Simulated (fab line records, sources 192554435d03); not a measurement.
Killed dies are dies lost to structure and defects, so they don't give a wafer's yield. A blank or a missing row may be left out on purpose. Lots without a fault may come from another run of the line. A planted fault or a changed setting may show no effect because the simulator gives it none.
fab line records | flow n5_finfet
record lots=7 wafers=21
route steps=1938 shown PASSIVATION@1916
start_h: hours from the record's first day to the start of the lot's first wafer shown | wait_h: hours since the lot's step before | " the same as in the row above | L1.1+2: a row that stands for several wafers | - no value, or no start given | * or withheld: withheld | < > ~ a bound
route shown NAME@n: a module of which the file shows steps, and the number in the route of the first | usual: mean/standard deviation of fault-free wafers | same: alike in all rows | chamber/n: place in a boat | sites: the reading at each site | _std_site: their standard deviation | _edge_site: outer sites' mean less inner sites' | radius_mm: how far each site lies from the wafer's centre | mask NAME#n: copy n | behind: the tool/chamber that last shaped the wafer | hold: why the lot was held/for how many hours/how that ended | device: the transistor (n, p or np) that didn't switch | end of line: the same wafers' tests at the end of the route | a step without rows: its recipe alone | killed: dies lost to structure and defects at the first sort, not the wafer's yield | map: a wafer's dies, x killed, . not, _ none there
set.NAME: the setting as run; set.NAME@STEP: as run at that earlier step | model.NAME: the simulator's own value behind a step, which no gauge read
lots whose settings were changed on purpose; a table a step, a row a wafer
## steps
# step N5_PASSIVATION_PECVD_35
# recipe material=SiNx target_thk_a=7000 temp_c=400 precursor=SiH4/NH3/N2 pressure_torr=4.9 rf_w=1406 time_s=151.3
# columns lot.wafer tool chamber start_h wait_h set.time_s model.SiNx_of_PASSIVATION_PECVD_35.thk_nm
L074.1 pecvd-03 2 239.89 0.1 160 735.8
L074.5 " 1 " " 151.3 718.4
L074.6 " 2 " " 151.3 714.6
L076.4 pecvd-04 0 295.63 0.1 151.3 719
L076.5 " 1 " " 151.3 720
L076.6 " 2 " " 135.8 644.6
L081.3 pecvd-03 1 329.35 0.1 130.7 613.4
L081.5 " 2 " " 151.3 707.2
L081.6 " 0 " " 130.7 609.6
L086.1 pecvd-04 0 346.26 0.1 151.3 697.6
L086.3 " 1 " " 160.3 725.8
L086.6 " 1 " " 151.3 701.2
L089.1 pecvd-02 1 359.55 0.1 151.3 690.8
L089.2 " 2 " " 151.3 697.8
L089.4 " 1 " " 151.3 701.2
L090.1 pecvd-04 1 375.03 0.1 141.3 647.8
L090.3 " 2 " " 151.3 709
L090.5 " 1 " " 141.3 660.6
L091.2 pecvd-04 1 380.13 0.1 151.3 698.4
L091.4 " 1 " " 151.3 710
L091.5 " 2 " " 158.9 739.4
# step N5_PASSIVATION_HMDS_37
# recipe time_s=60 temp_c=120
# step N5_PASSIVATION_COAT_38
# recipe spin_rpm=3000 resist_thk_nm=withheld
# step N5_PASSIVATION_SRD_72
# recipe dry=ipa_marangoni time_s=30 temp_c=23 rinse_liquid=diw
# step N5_PASSIVATION_ANNEAL_56
# recipe temp_c=400 time_s=1800 ambient=FGA idle_temp_c=300 ramp_up_c_per_min=5 ramp_down_c_per_min=3
# step N5_PASSIVATION_PROBE_49
# usual defect_limited_yield=91.2/1.5 killed_at_M0_to_M3=35/11 killed_at_M4_up=13/5.6 killed_at_contacts=13/6.3 killed_at_front_end=38/12 killed_at_other=3.7/2.9 killed_dies=104/18 killed_open=69/13 killed_short=34/8.3 sort_bin_5_function=5.2/0.95 sort_bin_6_memory=3.3/0.68 sort_bin_8_speed=0/0 sort_n_pass=1076/18 sort_yield_pct=91.2/1.5
# same gross_dies=1180 killed_at_back_side=0 sort_bin_4_leakage[%]=0
# columns lot.wafer tool chamber start_h wait_h set.time_s@PASSIVATION_PECVD_35 defect_limited_yield[%] killed_at_M0_to_M3 killed_at_M4_up killed_at_contacts killed_at_front_end killed_at_other killed_dies killed_open killed_short sort_bin_5_function[%] sort_bin_6_memory[%] sort_bin_8_speed[%] sort_n_pass sort_yield_pct[%]
L074.1 prober-02 - 244.67 0.0 160 86.1 36 8 14 35 71 164 67 29 10.4 2.9 0 1016 86.1
L074.5 prober-02 - 244.87 0.2 151.3 93.6 32 8 3 28 5 76 38 34 3.1 3.1 0.25 1101 93.3
L074.6 prober-02 - 244.92 0.3 151.3 94.0 21 9 4 30 7 71 46 24 3.9 1.9 0 1109 94.0
L076.4 prober-02 - 299.83 0.2 151.3 92.7 28 13 18 23 4 86 63 21 4.1 3.1 0 1094 92.7
L076.5 prober-02 - 299.88 0.2 151.3 87.4 65 13 4 62 5 149 84 49 8.2 3.9 0 1031 87.4
L076.6 prober-02 - 299.93 0.3 135.8 90.8 29 23 11 43 3 109 75 29 5.2 4.0 0 1071 90.8
L081.3 prober-02 - 333.05 0.1 130.7 91.5 50 4 7 37 2 100 67 30 4.8 3.5 0 1080 91.5
L081.5 prober-02 - 333.15 0.2 151.3 79.7 136 17 26 59 2 240 98 52 11.4 7.8 0 940 79.7
L081.6 prober-02 - 333.20 0.3 130.7 90.5 39 10 7 50 6 112 62 49 5.2 3.4 0 1068 90.5
L086.1 prober-01 - 349.86 0.0 151.3 90.8 45 21 5 34 4 109 69 38 5.4 3.4 0 1071 90.8
L086.3 prober-01 - 349.96 0.1 160.3 86.6 28 16 10 20 84 158 58 25 10.7 2.5 0 1022 86.6
L086.6 prober-01 - 350.11 0.3 151.3 88.7 52 24 15 39 3 133 85 48 6.6 4.2 0 1047 88.7
L089.1 prober-01 - 364.72 0.0 151.3 86.9 61 13 10 68 2 154 93 61 7.9 4.6 0 1026 86.9
L089.2 prober-01 - 364.77 0.1 151.3 90.8 37 10 13 47 2 109 74 35 5.3 3.6 0 1071 90.8
L089.4 prober-01 - 364.87 0.2 151.3 86.9 50 14 3 84 4 155 101 53 7.3 5.4 0 1025 86.9
L090.1 prober-01 - 378.64 0.0 141.3 89.8 42 13 16 47 2 120 86 28 5.5 4.4 0 1060 89.8
L090.3 prober-01 - 378.74 0.1 151.3 91.4 39 5 30 25 2 101 75 25 4.2 4.0 0 1079 91.4
L090.5 prober-01 - 378.84 0.2 141.3 91.8 28 9 18 41 1 97 61 35 4.7 3.3 0 1083 91.8
L091.2 prober-02 - 383.74 0.1 151.3 88.5 33 8 21 72 2 136 62 37 7.4 3.3 0 1044 88.5
L091.4 prober-02 - 383.84 0.2 151.3 88.6 56 21 10 45 2 134 73 46 7.7 3.2 0 1046 88.6
L091.5 prober-02 - 383.89 0.2 158.9 90.7 23 16 18 27 26 110 59 26 6.4 2.9 0 1070 90.7
# killed by level:class
L074.1 PASSIVATION:area_pecvd=49 MOL_CONTACT_COAG:geometric_particle:open=13 PASSIVATION:area_etch=13 FIN_SAQP:geometric_particle:open=10 BEOL_M1:geometric_particle:open=10 BEOL_M0_SAQP:geometric_particle:open=7 BEOL_M2:geometric_particle:open=6 BEOL_M0_SAQP:geometric_particle:short=5
L074.5 BEOL_M0_SAQP:geometric_particle:short=13 BEOL_M0_SAQP:geometric_particle:open=12 STARTING-WAFER:geometric_particle:short=6 GATE_CUT:geometric_particle:short=5 STI_FIN_REVEAL:geometric_particle:short=4 MOL_CONTACT_COAG:geometric_particle:open=3 BEOL_M2:geometric_particle:open=3 FIN_SAQP:geometric_particle:short=2
L074.6 BEOL_M2:geometric_particle:open=11 FIN_SAQP:geometric_particle:open=7 FIN_SAQP:geometric_particle:short=4 STI_FIN_REVEAL:geometric_particle:open=4 STARTING-WAFER:geometric_particle:short=4 ILD0:geometric_particle:short=3 GATE_CUT:geometric_particle:open=3 MOL_CONTACT_COAG:geometric_particle:open=3
L076.4 MOL_CONTACT_COAG:geometric_particle:open=14 STI_FIN_REVEAL:geometric_particle:open=9 BEOL_M2:geometric_particle:open=9 BEOL_M3:geometric_particle:open=6 BEOL_M4:geometric_particle:open=5 MOL_CONTACT_COAG:geometric_particle:short=4 BEOL_M1:geometric_particle:open=4 BEOL_M3:geometric_particle:short=4
L076.5 BEOL_M0_SAQP:geometric_particle:short=15 FIN_SAQP:geometric_particle:open=12 STI_FIN_REVEAL:geometric_particle:open=11 BEOL_M1:area_expose=11 BEOL_M0_SAQP:geometric_particle:open=10 BEOL_M3:geometric_particle:open=10 FIN_SAQP:geometric_particle:short=9 BEOL_M2:geometric_particle:open=7
L076.6 FIN_SAQP:geometric_particle:open=21 BEOL_M4:geometric_particle:open=14 MOL_CONTACT_COAG:geometric_particle:open=9 FIN_SAQP:geometric_particle:short=7 STI_FIN_REVEAL:geometric_particle:open=6 BEOL_M0_SAQP:geometric_particle:short=6 BEOL_M1:geometric_particle:short=4 BEOL_M2:geometric_particle:open=4
L081.3 BEOL_M2:geometric_particle:open=17 BEOL_M3:geometric_particle:open=11 DUMMY_GATE:geometric_particle:open=9 STI_FIN_REVEAL:geometric_particle:open=8 BEOL_M1:geometric_particle:open=6 FIN_SAQP:geometric_particle:short=5 MOL_CONTACT_COAG:geometric_particle:open=5 BEOL_M3:geometric_particle:short=4
L081.5 BEOL_M1:area_expose=88 FIN_SAQP:geometric_particle:short=24 MOL_CONTACT_COAG:geometric_particle:open=21 BEOL_M2:geometric_particle:open=12 FIN_SAQP:geometric_particle:open=11 BEOL_M0_SAQP:geometric_particle:open=11 BEOL_M0_SAQP:geometric_particle:short=11 BEOL_M4:geometric_particle:open=6
L081.6 FIN_SAQP:geometric_particle:short=16 FIN_SAQP:geometric_particle:open=14 BEOL_M0_SAQP:geometric_particle:short=9 BEOL_M3:geometric_particle:open=7 BEOL_M0_SAQP:geometric_particle:open=7 BEOL_M2:geometric_particle:open=6 STARTING-WAFER:geometric_particle:open=5 STI_FIN_REVEAL:geometric_particle:open=4
L086.1 BEOL_M3:geometric_particle:open=9 BEOL_M0_SAQP:geometric_particle:short=8 BEOL_M4:geometric_particle:open=8 BEOL_M0_SAQP:geometric_particle:open=7 GATE_CUT:geometric_particle:open=6 BEOL_M0:geometric_particle:open=6 FIN_SAQP:geometric_particle:short=5 FIN_SAQP:geometric_particle:open=4
L086.3 PASSIVATION:area_pecvd=75 MOL_CONTACT_COAG:geometric_particle:open=10 BEOL_M4:geometric_particle:open=8 BEOL_M3:geometric_particle:open=7 BEOL_M0_SAQP:geometric_particle:short=6 BEOL_M0:geometric_particle:open=4 BEOL_M2:geometric_particle:open=4 PAD_METAL:geometric_particle:open=4
L086.6 MOL_CONTACT_COAG:geometric_particle:open=12 BEOL_M0_SAQP:geometric_particle:short=11 BEOL_M0_SAQP:geometric_particle:open=11 BEOL_M4:geometric_particle:open=11 BEOL_M1:geometric_particle:open=8 BEOL_M2:geometric_particle:open=7 BEOL_M3:geometric_particle:open=7 STI_FIN_REVEAL:geometric_particle:open=5
L089.1 BEOL_M0_SAQP:geometric_particle:short=22 FIN_SAQP:geometric_particle:open=19 BEOL_M0_SAQP:geometric_particle:open=19 FIN_SAQP:geometric_particle:short=11 BEOL_M3:geometric_particle:open=9 STI_FIN_REVEAL:geometric_particle:open=8 MOL_CONTACT_COAG:geometric_particle:open=8 DUMMY_GATE:geometric_particle:open=5
L089.2 FIN_SAQP:geometric_particle:open=17 MOL_CONTACT_COAG:geometric_particle:open=12 BEOL_M0_SAQP:geometric_particle:open=11 BEOL_M0_SAQP:geometric_particle:short=10 FIN_SAQP:geometric_particle:short=8 STI_FIN_REVEAL:geometric_particle:open=7 BEOL_M3:geometric_particle:open=6 BEOL_M2:geometric_particle:open=5
L089.4 FIN_SAQP:geometric_particle:open=21 BEOL_M0_SAQP:geometric_particle:open=17 FIN_SAQP:geometric_particle:short=14 STI_FIN_REVEAL:geometric_particle:open=13 BEOL_M0_SAQP:geometric_particle:short=9 BEOL_M2:geometric_particle:open=7 BEOL_M4:geometric_particle:open=7 STARTING-WAFER:geometric_particle:short=6
L090.1 FIN_SAQP:geometric_particle:open=20 BEOL_M3:geometric_particle:open=13 MOL_CONTACT_COAG:geometric_particle:open=13 BEOL_M4:geometric_particle:open=9 BEOL_M0_SAQP:geometric_particle:open=8 BEOL_M2:geometric_particle:open=6 FIN_SAQP:geometric_particle:short=5 ILD0:geometric_particle:short=5
L090.3 MOL_CONTACT_COAG:geometric_particle:open=23 BEOL_M2:geometric_particle:open=9 MOL_CONTACT_COAG:geometric_particle:short=7 BEOL_M1:geometric_particle:open=7 BEOL_M3:geometric_particle:open=7 BEOL_M0_SAQP:geometric_particle:open=6 STI_FIN_REVEAL:geometric_particle:open=5 BEOL_M0_SAQP:geometric_particle:short=5
L090.5 MOL_CONTACT_COAG:geometric_particle:open=15 FIN_SAQP:geometric_particle:short=13 FIN_SAQP:geometric_particle:open=9 BEOL_M2:geometric_particle:open=6 BEOL_M0_SAQP:geometric_particle:short=5 BEOL_M0_SAQP:geometric_particle:open=4 BEOL_M3:geometric_particle:open=4 STARTING-WAFER:geometric_particle:open=4
L091.2 FIN_CUT:area_etch=35 MOL_CONTACT_COAG:geometric_particle:open=19 BEOL_M3:geometric_particle:open=10 GATE_CUT:geometric_particle:short=7 FIN_SAQP:geometric_particle:short=6 BEOL_M1:geometric_particle:open=6 BEOL_M0_SAQP:geometric_particle:short=5 BEOL_M0_SAQP:geometric_particle:open=5
L091.4 BEOL_M0_SAQP:geometric_particle:open=20 BEOL_M0_SAQP:geometric_particle:short=16 FIN_CUT:area_etch=15 BEOL_M2:geometric_particle:open=10 GATE_CUT:geometric_particle:short=8 BEOL_M4:geometric_particle:open=8 MOL_CONTACT_COAG:geometric_particle:open=7 FIN_SAQP:geometric_particle:open=5
L091.5 PASSIVATION:area_pecvd=24 MOL_CONTACT_COAG:geometric_particle:open=13 BEOL_M3:geometric_particle:open=8 STI_FIN_REVEAL:geometric_particle:open=5 BEOL_M2:geometric_particle:open=5 MOL_CONTACT_COAG:geometric_particle:short=5 BEOL_M5:geometric_particle:open=5 FIN_SAQP:geometric_particle:short=4
## key
split step=N5_PASSIVATION_PECVD_35 setting=time_s stated=151.3 by=wafer
response step=N5_PASSIVATION_PECVD_35 reading=model.SiNx_of_PASSIVATION_PECVD_35.thk_nm change=+6.73 per=1% r=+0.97
response step=N5_PASSIVATION_PROBE_49 reading=killed_at_other shape=bent at_lowest=4 at_stated=3.4 at_highest=84
